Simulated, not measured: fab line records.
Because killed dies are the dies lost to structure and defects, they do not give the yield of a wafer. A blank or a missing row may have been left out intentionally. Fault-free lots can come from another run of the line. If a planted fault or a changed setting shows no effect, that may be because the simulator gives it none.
8D (eight disciplines) problem report, filled in by code || flow nand_harc || the parts of the form that need people (team, actions taken, sign-off) are left out

1. THE ISSUE
killed_dies at NHARC_END_SORT_01 reads a mean of 444 on 1 wafer of 1 lot; wafers without a fault read 60 with a standard deviation of 20. That is +19 standard deviations from the usual mean.
The first sign was on wafer L818.3 at day 28 00:50, on prober-02. At this step, 15 wafers from 5 lots have a number in the record. By rule, "out" or "out of limits" means more than 4 standard deviations away from the usual mean. The rest of the wafers with a number are treated as sound.

2. WHAT IT IS, AND WHAT IT ISN'T
{"question": "which readings at this step", "is": "killed_dies, killed_at_array", "is not": "killed_at_other, killed_at_periphery, killed_open, killed_short"}
{"question": "which lots", "is": "L818", "is not": "L809, L813, L816, L826"}
{"question": "which wafers of those lots", "is": "L818.3", "is not": "L818.4, L818.6"}
{"question": "read on which gauges", "is": "prober-02", "is not": "prober-01"}
{"question": "when", "is": "from day 28 00:50", "is not": "up to then (9 sound wafers); but 5 sound wafers of L818, L826 came after"}

3. SUSPECTS, AND WHAT RULES EACH OUT
Counting: if a tool at a process step up to the reading ran every lot that is out, it stays a suspect. Sound lots after the first of them don't rule it out here, since some wafers of a struck lot are sound.
- the gauge at NHARC_END_SORT_01: ruled out. All the wafers that are out were read on prober-02, but those of them that NHARC_A_CONTACT_ETCH_96 has rows for are out there too, on other tools.
- rie_diel-07 at NHARC_A_CONTACT_ETCH_49 (etches the open film in N2/H2, target depth 260 nm, time 475.3 s): kept. The lot that is out, L818, ran on it at day 25 00:45; the last sound lot it ran before that was L813, at day 23 11:34. NHARC_A_CONTACT_ETCH_49 gives no start for some lots, so the hours and the order of its lots are those of NHARC_A_CONTACT_ETCH_116.
- har_cap_etch-01 at NHARC_A_CONTACT_ETCH_116 (etches the open film in C4F8/O2/Ar, time 190 s, target depth 1850 nm): kept. It ran the lot that is out, L818 (day 25 00:45).
- har_cap_etch-01 at NHARC_A_CONTACT_ETCH_119 (etches the open film in C4F8/O2/Ar, time 190 s, target depth 1850 nm): kept. It ran the lot that is out, L818 (day 25 01:16).
- rie_diel-07 at NHARC_A_CONTACT_ETCH_96 (etches the open film in C4F6/O2, target depth 20 nm, time 10 s): kept. The lot that is out, L818, ran on it at day 25 03:01; the last sound lot it ran before that was L816, at day 24 06:40. Its own run_length_s readings are out on those wafers.
- In rie_diel-07 at NHARC_A_CONTACT_ETCH_49, the wafers that are out were processed in chamber 1 and their sound lot-mates in chambers 0, 2.
- In rie_diel-07 at NHARC_A_CONTACT_ETCH_96, the wafers that are out were processed in chamber 0 and their sound lot-mates in chambers 1, 2.
Left after counting: rie_diel-07 at NHARC_A_CONTACT_ETCH_49, har_cap_etch-01 at NHARC_A_CONTACT_ETCH_116, har_cap_etch-01 at NHARC_A_CONTACT_ETCH_119, rie_diel-07 at NHARC_A_CONTACT_ETCH_96.

4. THE CAUSE (what the simulator had put in)
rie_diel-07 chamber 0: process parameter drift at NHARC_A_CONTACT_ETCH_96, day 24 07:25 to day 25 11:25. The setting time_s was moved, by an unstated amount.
Counting leaves 4 suspects; this tool is one of them.

5. SEQUENCE OF EFFECTS, ordered by route
One row per reading whose mean, taken over the struck wafers that have a number, lies over 3 standard deviations from the usual. Readings are gone through only where the record gives a usual standard deviation; hours: the median, over the lots, of the time from a lot's start at the first step in this table giving one to that lot's start at this step; sigmas: the change measured in usual standard deviations.
{"hours": 0, "step": "NHARC_A_CONTACT_ETCH_96", "reading": "run_length_s", "usual": "31.1 s", "on struck wafers": 27.3, "change": -3.8, "sigmas": -12}
{"hours": 70, "step": "NHARC_END_SORT_01", "reading": "killed_at_array", "usual": 56, "on struck wafers": 439, "change": "+383", "sigmas": "+19"}
{"hours": 70, "step": "NHARC_END_SORT_01", "reading": "killed_dies", "usual": 60, "on struck wafers": 444, "change": "+384", "sigmas": "+19"}
Here are the process steps it includes:
- NHARC_A_CONTACT_ETCH_96: etches the open film in C4F6/O2, target depth 20 nm, time 10 s.

6. WHAT WOULD HAVE CAUGHT IT SOONER
In this record the first reading out of limits at a measuring or inspecting step was taken at day 28 00:50, 89 hours after the fault began at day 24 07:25.
The tool's own readings at NHARC_A_CONTACT_ETCH_96 were out on every struck wafer that the step has a row for (run_length_s): an alarm limit on them would have fired on the first of those.
Lots out: 1; all had begun NHARC_A_CONTACT_ETCH_96 on rie_diel-07 by day 28 00:50. A hold on the tool at that time would have spared none of them.
